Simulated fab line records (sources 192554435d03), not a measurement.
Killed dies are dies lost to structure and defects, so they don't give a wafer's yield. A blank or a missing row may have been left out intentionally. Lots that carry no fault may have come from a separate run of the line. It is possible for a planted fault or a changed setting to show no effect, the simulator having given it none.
Problem report, 8D (eight disciplines) form, completed by code :: flow n5Finfet :: the parts of the form that need people (team, actions taken, sign-off) are left out

== 1. THE PROBLEM ==
Across 6 wafers from 2 lots, V3_OVL at N5_BEOL_M4_OVL_MEAS_29 averages 3.8 nm, while fault-free wafers read 0.0 nm with a standard deviation of 0.71. That is +5.3 standard deviations from the usual mean.
First seen on wafer L649.2, day 12 03:34, on overlay-01. The record holds 24 wafers of 8 lots with a number at this step. The rule behind "out" and "out of limits": a value lying over 4 standard deviations away from the usual mean. Any other wafer with a number is counted as sound.

== 2. WHAT THIS IS AND IS NOT ==
question: which readings at this step
is: V3_OVL
is not: -

question: which lots
is: L648, L649
is not: L634, L636, L638, L652, L653, L655

question: which wafers of those lots
is: all that have a number
is not: -

question: read on which gauges
is: overlay-01, overlay-02
is not: -

question: when
is: from day 12 03:34
is not: up to then (9 sound wafers); but 9 sound wafers of L652, L653, L655 came after

== 3. SUSPECTS, AND WHAT RULES EACH OUT ==
Counting: a tool at any process step up to the reading remains a suspect when it ran all the lots that are out and ran no sound lot after the first of those.
- ruled out: the gauge at N5_BEOL_M4_OVL_MEAS_29. Those wafers that are out were read across 2 gauges (overlay-01, overlay-02).
- rieDiel-04 at N5_BEOL_M4_ETCH_74 (etches underlayer in N2/H2, target depth 6.5 nm, time 5.2 s): kept. It ran every lot that is out, first L649 (day 12 02:37), and no sound lot after that; its last sound lot up to then is L636 (day 9 06:34).
- rieDiel-04 at N5_BEOL_M4_STRIP_66 (strips in CF4): kept. It ran every lot that is out, first L649 (day 12 02:47), and no sound lot after that; its last sound lot up to then is L636 (day 9 06:45).
- euvScanner-01 at N5_BEOL_M4_EXPOSE_25 (exposes mask V3, defocus 5 nm): kept. It ran every lot that is out, first L649 (day 12 03:24), and no sound lot after that; its last sound lot up to then is L636 (day 9 07:08).
Left after counting: rieDiel-04 at N5_BEOL_M4_ETCH_74, rieDiel-04 at N5_BEOL_M4_STRIP_66, euvScanner-01 at N5_BEOL_M4_EXPOSE_25.

== 4. THE CAUSE (what the simulator had put in) ==
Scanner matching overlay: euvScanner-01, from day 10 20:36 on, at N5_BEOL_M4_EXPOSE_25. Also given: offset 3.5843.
Of the 3 suspects that counting leaves, this tool is one.

== 5. SEQUENCE OF EFFECTS, ordered by route ==
Each row: a reading where the mean over the struck wafers with a number is more than 3 standard deviations away from the usual. Scope: only readings with a usual standard deviation given in the record; hours: median across lots of the time from each lot's start at the first step in this table that gives one to its start at this step; sigmas: change in usual standard deviations.
hours: 0
step: N5_BEOL_M4_OVL_MEAS_29
reading: V3_OVL
usual: 0.0 nm
on struck wafers: 3.8
change: +3.8
sigmas: +5.3
Later measuring or inspecting steps at which every struck wafer that the step has a row for has a number for every such reading, and none has moved that far: N5_BEOL_M4_RC_MEAS_101.

== 6. WHAT WOULD HAVE CAUGHT IT SOONER ==
Counted from the fault's start at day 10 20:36, it took 31 hours until the first out-of-limits reading at a measuring or inspecting step in this record, taken at day 12 03:34.
Of the tool readings at N5_BEOL_M4_EXPOSE_25 for which the record gives a usual standard deviation, none was out on any struck wafer, so an alarm limit of 4 standard deviations on them would not have fired.
The start of N5_BEOL_M4_EXPOSE_25 on euvScanner-01 came by day 12 03:34 for every one of the lots that are out (2). None of them would have been spared by holding the tool at that moment.
